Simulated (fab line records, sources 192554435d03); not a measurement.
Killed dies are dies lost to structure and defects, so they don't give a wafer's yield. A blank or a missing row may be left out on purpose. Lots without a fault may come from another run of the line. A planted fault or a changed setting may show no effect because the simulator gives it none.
Chamber matching | flow n5_finfet | N5_MOL_CONTACT_COAG_ETCH_66 on rie_diel-01: 4 sister chambers
The step etches SiARC in CF4, target depth 13 nm, time 21.7 s. 18 wafers are shown with their chamber, then 9 later ones without.

WAFERS WITH THEIR CHAMBER
wafer  | chamber | showerhead_plenum_p_Torr (Torr) | throttle_valve_pct (%) | etch_rf_on_time_s (s)
L074.1 | 3       | 2.22                            | 15.96                  | 20.7
L074.2 | 2       | 2.08                            | 15.17                  | 20.6
L074.3 | 0       | 2.24                            | 15.81                  | 23.4
L075.1 | 0       | 2.24                            | 15.84                  | 23.4
L075.3 | 2       | 2.08                            | 15.18                  | 20.9
L075.4 | 1       | 2.12                            | 15.52                  | 22.6
L083.2 | 3       | 2.21                            | 15.99                  | 20.7
L083.4 | 3       | 2.21                            | 16.01                  | 20.5
L083.6 | 1       | 2.12                            | 15.55                  | 22.2
L084.1 | 3       | 2.21                            | 16.02                  | 20.6
L084.2 | 2       | 2.07                            | 15.20                  | 20.7
L084.3 | 1       | 2.11                            | 15.55                  | 22.4
L084.4 | 1       | 2.11                            | 15.56                  | 22.3
L084.5 | 2       | 2.07                            | 15.20                  | 20.7
L084.6 | 3       | 2.21                            | 15.99                  | 20.6
L087.2 | 3       | 2.21                            | 16.03                  | 20.8
L087.5 | 0       | 2.24                            | 15.86                  | 23.5
L087.6 | 1       | 2.11                            | 15.55                  | 22.5

SIGNATURES (means of the wafers above)
reading                  | chamber 0 | chamber 1 | chamber 2 | chamber 3 | scatter within a chamber
showerhead_plenum_p_Torr | 2.2400    | 2.1140    | 2.0750    | 2.2117    | 0.00465
throttle_valve_pct       | 15.8367   | 15.5460   | 15.1875   | 16.0000   | 0.0208
etch_rf_on_time_s        | 23.433    | 22.400    | 20.725    | 20.650    | 0.122
Rule: a wafer's distance from a chamber is the root of the sum, over the readings, of the square of ((its reading less the chamber's mean) divided by the reading's scatter). The wafer belongs to the nearest chamber; if the next one is less than 2 further off, it can't be placed. The scatter: the root of (the sum of the squares of (reading less its chamber's mean) over the shown wafers, divided by (wafers less chambers)).

WAFERS WITHOUT THEIR CHAMBER
wafer  | showerhead_plenum_p_Torr (Torr) | throttle_valve_pct (%) | etch_rf_on_time_s (s)
L089.1 | 2.23                            | 15.85                  | 23.6
L089.2 | 2.07                            | 15.24                  | 21.0
L089.6 | 2.23                            | 15.86                  | 23.7
L092.1 | 2.07                            | 15.25                  | 20.5
L092.3 | 2.23                            | 15.87                  | 23.3
L092.4 | 2.11                            | 15.58                  | 22.5
L097.4 | 2.06                            | 15.27                  | 21.2
L097.5 | 2.20                            | 16.06                  | 21.0
L097.6 | 2.06                            | 15.27                  | 21.3

WHICH CHAMBER EACH WENT THROUGH
wafer  | from the rows above | in truth
L089.1 | 0                   | 0
L089.2 | 2                   | 2
L089.6 | 0                   | 0
L092.1 | 2                   | 2
L092.3 | 0                   | 0
L092.4 | 1                   | 1
L097.4 | 2                   | 2
L097.5 | 3                   | 3
L097.6 | 2                   | 2
Placed correctly: 9 of 9. Can't be placed from these rows: 0. Placed wrongly: 0.
